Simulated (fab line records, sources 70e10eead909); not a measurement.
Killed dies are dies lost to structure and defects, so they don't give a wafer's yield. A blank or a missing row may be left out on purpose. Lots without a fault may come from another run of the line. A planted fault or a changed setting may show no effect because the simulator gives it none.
fab line records | flow nand_harc
record lots=14 wafers=42 last_day=33
route steps=1302 shown A_STAIRCASE@846 THIN_TSV@1246 END@1302
lots that met no fault: from a run of the same line without faults
start_h: hours from the record's first day to the start of the lot's first wafer shown | wait_h: hours since the lot's step before | " the same as in the row above | L1.1+2: a row that stands for several wafers | - no value, or no start given | * or withheld: withheld | < > ~ a bound
route shown NAME@n: a module of which the file shows steps, and the number in the route of the first | usual: mean/standard deviation of fault-free wafers | same: alike in all rows | chamber/n: place in a boat | sites: the reading at each site | _std_site: their standard deviation | _edge_site: outer sites' mean less inner sites' | radius_mm: how far each site lies from the wafer's centre | mask NAME#n: copy n | behind: the tool/chamber that last shaped the wafer | hold: why the lot was held/for how many hours/how that ended | device: the transistor (n, p or np) that didn't switch | end of line: the same wafers' tests at the end of the route | a step without rows: its recipe alone | killed: dies lost to structure and defects at the first sort, not the wafer's yield | map: a wafer's dies, x killed, . not, _ none there
set.NAME: the setting as run; set.NAME@STEP: as run at that earlier step | model.NAME: the simulator's own value behind a step, which no gauge read
steps of the route over a sample of lots; a table a step, a row a wafer
services: from which hour (start_h, from the record's first day; less than 0 if before it) a tool's chamber was out of use, for how many hours, and why
## steps
# step NHARC_A_STAIRCASE_PRECLEAN_419
# recipe time_s=* temp_c=50 bath_age_min=0 chemistry=SC1
# usual bath_guard_temp_C=50.1/0.54
# columns lot.wafer tool chamber start_h wait_h bath_guard_temp_C
L892.5 wet_bench-06 4 395.21 0.0 49.6
L892.2 " 6 " " 49.7
L892.1 " 1 " " 49.5
L891.3 wet_bench-02 3 395.22 0.0 50.6
L891.4 " 5 " " 50.2
L891.2 " 6 " " 49.9
L893.2 wet_bench-07 2 412.15 0.0 50.1
L893.3 " 3 " " 50.1
L893.5 " 5 " " 50.2
L898.5 wet_bench-06 2 459.90 0.0 50.1
L898.1 " 6 " " 49.5
L898.2 " 7 " " 50.3
L901.1 wet_bench-06 5 489.93 0.0 50.4
L901.6 " 7 " " 50.6
L901.3 " 1 " " 49.9
L903.6 wet_bench-06 4 516.60 0.0 49.8
L903.5 " 5 " " 50.8
L903.4 " 6 " " 49.7
L905.2 wet_bench-02 3 550.15 0.0 50.5
L905.5 " 5 " " 50.3
L905.3 " 6 " " 49.9
L906.2 wet_bench-02 3 550.17 0.1 50.9
L906.4 " 4 " " 49.1
L906.5 " 0 " " 49.5
L907.1 wet_bench-02 1 556.04 0.0 51.3
L907.5 " 2 " " 50.2
L907.4 " 3 " " 50.9
L909.3 wet_bench-07 5 568.31 0.0 50.0
L909.5 " 6 " " 49.8
L909.1 " 0 " " 50.0
L910.4 wet_bench-02 2 585.59 0.0 50.0
L910.5 " 3 " " 50.7
L910.3 " 5 " " 50.2
L913.1 wet_bench-07 0 597.23 0.0 50.2
L913.3 " 1 " " 49.9
L913.6 " 3 " " 50.3
L911.3 wet_bench-06 7 600.39 0.0 50.5
L911.2 " 0 " " 50.8
L911.4 " 2 " " 50.2
L912.5 wet_bench-06 4 602.06 0.0 49.8
L912.4 " 5 " " 50.6
L912.6 " 6 " " 49.8
# step NHARC_THIN_TSV_THK_MEAS_02
# recipe thk_meas_gauge=ir
# usual thk_nm=3025/190
# columns lot.wafer tool chamber start_h wait_h thk_nm
L892.1 film_metro-02 - 555.50 - 2991
L892.2 " - " " 2990
L892.5 " - " " 2882
L891.2 film_metro-01 - 556.71 - 3460
L891.3 " - " " 3074
L891.4 " - " " 3396
L893.2 film_metro-02 - 561.37 - 2935
L893.3 " - " " 3279
L893.5 " - " " 3072
L898.1 film_metro-02 - 617.05 - 3043
L898.2 " - " " 3371
L898.5 " - " " 3157
L901.1 film_metro-02 - 637.90 0.2 2857
L901.3 " - " " 2841
L901.6 " - " " 3118
L903.4 film_metro-01 - 665.73 - 3019
L903.5 " - " " 2848
L903.6 " - " " 2751
L905.2 film_metro-02 - 698.93 - 3033
L905.3 " - " " 2914
L905.5 " - " " 2765
L906.2 film_metro-02 - 700.22 0.2 2975
L906.4 " - " " 2830
L906.5 " - " " 3312
L907.1 film_metro-01 - 715.94 - 2842
L907.4 " - " " 3064
L907.5 " - " " 3049
L909.1 film_metro-02 - 722.05 - 2953
L909.3 " - " " 3188
L909.5 " - " " 3035
L910.3 film_metro-01 - 745.49 0.2 2715
L910.4 " - " " 3239
L910.5 " - " " 3197
L911.2 film_metro-01 - 746.70 - 3167
L911.3 " - " " 2989
L911.4 " - " " 3283
L913.1 film_metro-02 - 747.90 - 2717
L913.3 " - " " 2949
L913.6 " - " " 3226
L912.4 film_metro-02 - 759.67 - 3099
L912.5 " - " " 2574
L912.6 " - " " 2812
# step NHARC_THIN_TSV_PRE_CLEAN_54
# recipe time_s=30 temp_c=280 gas=H2/He
# usual heater_power_w=390/39
# columns lot.wafer tool chamber start_h wait_h heater_power_w
L892.1 pvd_sputter-01 - 561.47 0.1 385
L892.2 " - " " 395
L892.5 " - " " 367
L891.4 pvd_sputter-01 - 562.81 0.1 368
L891.3 " - " " 409
L891.2 " - " " 379
L893.3 pvd_sputter-03 - 567.26 0.0 330
L893.2 " - " " 386
L893.5 " - " " 387
L898.1 pvd_sputter-02 - 622.95 0.0 395
L898.2 " - " " 339
L898.5 " - " " 404
L901.1 pvd_sputter-03 - 643.79 0.1 388
L901.3 " - " " 471
L901.6 " - " " 332
L903.4 pvd_sputter-02 - 671.70 0.1 400
L903.6 " - " " 432
L903.5 " - " " 404
L905.3 pvd_sputter-02 - 705.26 0.1 420
L905.2 " - " " 349
L905.5 " - " " 400
L906.4 pvd_sputter-02 - 706.50 0.1 402
L906.2 " - " " 355
L906.5 " - " " 396
L907.1 pvd_sputter-01 - 721.85 0.1 352
L907.4 " - " " 402
L907.5 " - " " 374
L909.1 pvd_sputter-01 - 727.88 0.1 399
L909.3 " - " " 343
L909.5 " - " " 385
L910.3 pvd_sputter-02 - 753.77 0.1 392
L910.4 " - " " 345
L910.5 " - " " 406
L911.2 pvd_sputter-01 - 753.78 0.0 354
L911.3 " - " " 374
L911.4 " - " " 412
L913.3 pvd_sputter-03 - 753.87 0.0 336
L913.1 " - " " 387
L913.6 " - " " 337
L912.4 pvd_sputter-03 - 765.63 0.1 382
L912.6 " - " " 416
L912.5 " - " " 468
# step NHARC_THIN_TSV_CD_MEAS_33
# recipe target_cd_nm=5000 landing_energy_ev=500
# usual cd_nm=5000.5/1.8
# columns lot.wafer tool chamber start_h wait_h cd_nm
L892.1 cd_sem-02 0 562.57 - 5003.4
L892.2 " 0 " " 5002.0
L892.5 " 0 " " 5002.2
L891.2 cd_sem-01 0 563.88 - 5001.2
L891.3 " 0 " " 4998.4
L891.4 " 0 " " 4996.5
L893.2 cd_sem-02 0 568.21 - 5001.9
L893.3 " 0 " " 5001.5
L893.5 " 0 " " 5002.0
L898.1 cd_sem-02 0 624.00 - 4999.3
L898.2 " 0 " " 4998.5
L898.5 " 0 " " 5001.8
L901.1 cd_sem-01 0 644.85 - 4997.7
L901.3 " 0 " " 5002.1
L901.6 " 0 " " 5000.1
L903.4 cd_sem-02 0 672.65 - 5002.0
L903.5 " 0 " " 5003.9
L903.6 " 0 " " 5003.0
L905.2 cd_sem-01 0 706.34 - 5001.4
L905.3 " 0 " " 5001.5
L905.5 " 0 " " 4999.3
L906.2 cd_sem-01 0 707.55 - 4998.2
L906.4 " 0 " " 4998.7
L906.5 " 0 " " 4999.2
L907.1 cd_sem-01 0 722.93 - 5000.1
L907.4 " 0 " " 5000.4
L907.5 " 0 " " 5000.3
L909.1 cd_sem-02 0 728.80 - 5000.1
L909.3 " 0 " " 5001.6
L909.5 " 0 " " 5000.6
L910.3 cd_sem-01 0 754.71 - 5003.4
L910.4 " 0 " " 5000.0
L910.5 " 0 " " 5000.3
L911.2 cd_sem-02 0 754.87 - 5001.4
L911.3 " 0 " " 5001.3
L911.4 " 0 " " 4999.8
L913.1 cd_sem-01 0 755.03 - 5003.8
L913.3 " 0 " " 5000.4
L913.6 " 0 " " 4999.5
L912.4 cd_sem-01 0 766.69 - 4998.5
L912.5 " 0 " " 4998.8
L912.6 " 0 " " 4999.6
# step NHARC_END_SORT_01
# recipe temp_c=25
# usual killed_at_array=53/18 killed_at_other=1.0/1.2 killed_at_periphery=3.6/2.4 killed_dies=58/18 killed_open=3.4/1.8 killed_short=2.3/1.5
# same gross_dies=677
# columns lot.wafer tool chamber start_h wait_h killed_at_array killed_at_other killed_at_periphery killed_dies killed_open killed_short
L901.1 prober-01 0 653.92 2.5 178 0 3 181 2 1
L901.3 prober-01 0 655.54 3.1 167 3 3 173 5 6
L901.6 prober-01 0 657.96 4.0 172 1 1 174 2 2
L903.4 prober-01 0 684.11 3.4 93 0 0 93 2 3
L903.5 prober-01 0 684.91 3.7 134 0 1 135 1 4
L903.6 prober-01 0 685.71 4.0 95 0 1 96 2 2
# killed by level:class
L901.1 A_STAIRCASE:unspecified=99 A_CHANNEL_HOLE_D1:chamber_film_flake=30 A_SLIT:chamber_film_flake=22 A_CHANNEL_HOLE_D2:chamber_film_flake=7 A_STAIRCASE:chamber_film_flake=6 A_CONTACT:chamber_film_flake=4 A_WL_FILL:chamber_film_flake=4 A_CHANNEL_FILL_D1:chamber_film_flake=3
L901.3 A_STAIRCASE:unspecified=90 A_CHANNEL_HOLE_D1:chamber_film_flake=22 A_SLIT:chamber_film_flake=19 A_CHANNEL_HOLE_D2:chamber_film_flake=9 A_ZERO_WELL:chamber_film_flake=6 A_STAIRCASE:chamber_film_flake=6 P_STI:chamber_film_flake=2 A_CONTACT:chamber_film_flake=2
L901.6 A_STAIRCASE:unspecified=93 A_CHANNEL_HOLE_D1:chamber_film_flake=28 A_SLIT:chamber_film_flake=21 A_CHANNEL_HOLE_D2:chamber_film_flake=13 A_STAIRCASE:chamber_film_flake=4 A_CONTACT:chamber_film_flake=4 A_CHANNEL_FILL_D1:geometric_particle:open=1 A_CHANNEL_FILL_D2:geometric_particle:open=1
L903.4 A_STAIRCASE:unspecified=59 A_SLIT:chamber_film_flake=19 A_CHANNEL_HOLE_D1:chamber_film_flake=5 A_STAIRCASE:chamber_film_flake=2 A_CONTACT:chamber_film_flake=2 A_CHANNEL_HOLE_D2:geometric_particle:short=1 A_SGD_CUT:geometric_particle:short=1 A_BLC:geometric_particle:open=1
L903.5 A_STAIRCASE:unspecified=92 A_SLIT:chamber_film_flake=24 A_CHANNEL_HOLE_D1:chamber_film_flake=8 A_CONTACT:chamber_film_flake=5 A_ONON_D1:geometric_particle:short=2 P_M0:geometric_particle:short=1 A_SOURCE_PLATE:geometric_particle:short=1 A_M0:geometric_particle:open=1
L903.6 A_STAIRCASE:unspecified=59 A_SLIT:chamber_film_flake=23 A_CHANNEL_HOLE_D1:chamber_film_flake=4 A_WL_FILL:geometric_particle:open=2 A_CONTACT:chamber_film_flake=2 P_GATE:geometric_particle:short=1 A_DECK1_JOINT:geometric_particle:short=1 A_ZERO_WELL:chamber_film_flake=1
## services
# columns tool chamber start_h hours kind
wet_bench-06 0 377.75 - consumable_replace:bath
wet_bench-06 0 377.75 - consumable_replace:filter
wet_bench-06 1 377.75 - consumable_replace:bath
pvd_sputter-01 - 404.04 10.0 pm
wet_bench-02 - 420.03 8.0 pm
wet_bench-06 - 441.75 2.3 repair
pvd_sputter-02 - 460.05 10.0 pm
wet_bench-07 - 512.00 8.0 pm
pvd_sputter-03 - 526.00 10.0 pm
wet_bench-06 - 545.75 8.0 pm
wet_bench-02 - 572.71 0.7 repair
pvd_sputter-03 - 577.69 6.1 repair
pvd_sputter-01 - 582.04 10.0 pm
wet_bench-02 - 596.03 8.0 pm
pvd_sputter-03 - 615.17 1.0 repair
pvd_sputter-02 - 638.05 10.0 pm
pvd_sputter-01 - 661.44 2.3 repair
pvd_sputter-02 - 666.66 1.3 repair
pvd_sputter-01 - 677.00 13.4 repair
wet_bench-07 - 687.73 7.3 repair
wet_bench-06 - 721.82 8.0 pm
pvd_sputter-02 - 729.17 2.0 repair
pvd_sputter-03 - 750.95 2.5 repair
pvd_sputter-01 - 760.04 10.0 pm
## key
first_sign step=NHARC_END_SORT_01 reading=killed_at_array direction=up sigmas=4.9 usual=53 struck=140
effect step=NHARC_END_SORT_01 reading=killed_dies direction=up sigmas=4.6 usual=58 struck=142
more_kills_born_at NHARC_A_STAIRCASE_PRECLEAN_419@wet_bench-06=492
met_at NHARC_A_STAIRCASE_PRECLEAN_419
struck_lots L901,L903
tester_left_out L901,L903
not_acting_at NHARC_THIN_TSV_THK_MEAS_02,NHARC_THIN_TSV_PRE_CLEAN_54,NHARC_THIN_TSV_CD_MEAS_33
onset_between 459.90 489.93
fault kind=chamber_particle_source tool=wet_bench-06 chamber=- onset_h=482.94 steps=NHARC_A_STAIRCASE_PRECLEAN_419 rate_per_visit_cm2=1.0993 end_h=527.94
# tester_left_out: of these lots the tester's yield and bins aren't shown, on N5 and GAA mostly nor the transistor test; their killed dies are dies lost to structure and defects alone, not to doping, threshold or leakage, so they don't give the yield
